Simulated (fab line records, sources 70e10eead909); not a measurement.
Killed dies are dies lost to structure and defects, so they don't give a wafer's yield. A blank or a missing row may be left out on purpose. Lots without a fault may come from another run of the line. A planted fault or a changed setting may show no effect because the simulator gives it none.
Tool commonality check | flow nand_harc | 8 lots, 24 wafers sampled

WHY IT WAS OPENED
At NHARC_END_SORT_01 the reading killed_at_array is flagged on 3 of 8 lots. Wafers without a fault read 29, standard deviation 11.
Rule: a lot is flagged when every wafer of it that has a number lies more than 4 standard deviations from that mean, or none has a number. The other lots count as sound.

lot  | measured     | on        | killed_at_array, wafer by wafer | flag
L858 | day 21 07:18 | prober-02 | 12 12 17                        |
L860 | day 21 13:43 | prober-02 | 17 21 9                         |
L864 | day 22 07:37 | prober-01 | 671 675 676                     | FLAGGED
L861 | day 22 16:13 | prober-01 | 670 673 673                     | FLAGGED
L866 | day 22 17:02 | prober-02 | 674 673 673                     | FLAGGED
L869 | day 24 18:34 | prober-02 | 57 43 52                        |
L872 | day 24 20:20 | prober-01 | 18 29 28                        |
L873 | day 25 03:21 | prober-01 | 33 39 28                        |
The numbers of the flagged lots are 673 on average: +644 against the usual, or +59 standard deviations.

WHICH TOOL RAN EACH LOT
The record holds 3 process steps before the reading, out of a route of 1159 steps. In each cell: the tool, then ch and the chambers that the sampled wafers went through, then the start.
lot  | flag    | NHARC_P_BONDPAD_ANNEAL_28        | NHARC_A_ZERO_WELL_DESCUM_12        | NHARC_A_ZERO_WELL_ETCH_13
L858 |         | rtp_anneal-02 ch 0, day 8 00:13  | rie_diel-08 ch 0,1,2, day 8 02:29  | rie_si-04 ch 0,1,3, day 8 02:41
L860 |         | rtp_anneal-02 ch 0, day 8 15:56  | rie_diel-10 ch 0,1,2, day 8 18:15  | rie_si-04 ch 1,2,3, day 8 18:27
L864 | FLAGGED | rtp_anneal-02 ch 0, day 10 00:00 | rie_diel-10 ch 0,1,2, day 10 02:20 | rie_si-04 ch 1,2, day 10 02:31
L861 | FLAGGED | rtp_anneal-02 ch 0, day 10 05:51 | rie_diel-08 ch 1,2,3, day 10 08:11 | rie_si-01 ch 0,2,3, day 10 08:25
L866 | FLAGGED | rtp_anneal-02 ch 0, day 10 12:29 | rie_diel-10 ch 0,3, day 10 14:38   | rie_si-01 ch 0,3, day 10 14:53
L869 |         | rtp_anneal-02 ch 0, day 11 10:29 | rie_diel-08 ch 0,3, day 11 12:54   | rie_si-01 ch 0,1,3, day 11 13:06
L872 |         | rtp_anneal-01 ch 0, day 11 21:04 | rie_diel-08 ch 0,2,3, day 11 23:22 | rie_si-04 ch 0,2,3, day 11 23:34
L873 |         | rtp_anneal-02 ch 0, day 11 20:40 | rie_diel-10 ch 1,2,3, day 11 23:04 | rie_si-01 ch 0,1,2, day 11 23:16
What these steps do:
- NHARC_P_BONDPAD_ANNEAL_28: time 90 s.
- NHARC_A_ZERO_WELL_DESCUM_12: chemistry O2, time 3 s.
- NHARC_A_ZERO_WELL_ETCH_13: etches the open film in HBr/Cl2, target depth 120 nm, time 40.1 s.
- NHARC_END_SORT_01

FLAGGED OVER TOTAL, TOOL BY TOOL (the gauges that took the reading come last)
step                        | tool          | lots run | flagged | share of the flagged lots | sound lots run after its first flagged lot
NHARC_P_BONDPAD_ANNEAL_28   | rtp_anneal-01 | 1        | 0       | none                      | -
NHARC_P_BONDPAD_ANNEAL_28   | rtp_anneal-02 | 7        | 3       | all                       | 2 (L869,L873)
NHARC_A_ZERO_WELL_DESCUM_12 | rie_diel-08   | 4        | 1       | some                      | 2 (L869,L872)
NHARC_A_ZERO_WELL_DESCUM_12 | rie_diel-10   | 4        | 2       | some                      | 1 (L873)
NHARC_A_ZERO_WELL_ETCH_13   | rie_si-01     | 4        | 2       | some                      | 2 (L869,L873)
NHARC_A_ZERO_WELL_ETCH_13   | rie_si-04     | 4        | 1       | some                      | 1 (L872)
NHARC_END_SORT_01           | prober-01     | 4        | 2       | some                      | 2 (L872,L873)
NHARC_END_SORT_01           | prober-02     | 4        | 1       | some                      | 1 (L869)

WHAT THE TABLE ALLOWS
1 row of the table ran every flagged lot: rtp_anneal-02 at NHARC_P_BONDPAD_ANNEAL_28.
- rtp_anneal-02 at NHARC_P_BONDPAD_ANNEAL_28: 3 of its 7 lots flagged. Sound lots ran on it after the first flagged one (L869, L873), which a lasting fault on the whole tool wouldn't allow.
No row of the table ran every flagged lot and no sound lot after the first.

WHAT THE SIMULATOR HAD PUT IN
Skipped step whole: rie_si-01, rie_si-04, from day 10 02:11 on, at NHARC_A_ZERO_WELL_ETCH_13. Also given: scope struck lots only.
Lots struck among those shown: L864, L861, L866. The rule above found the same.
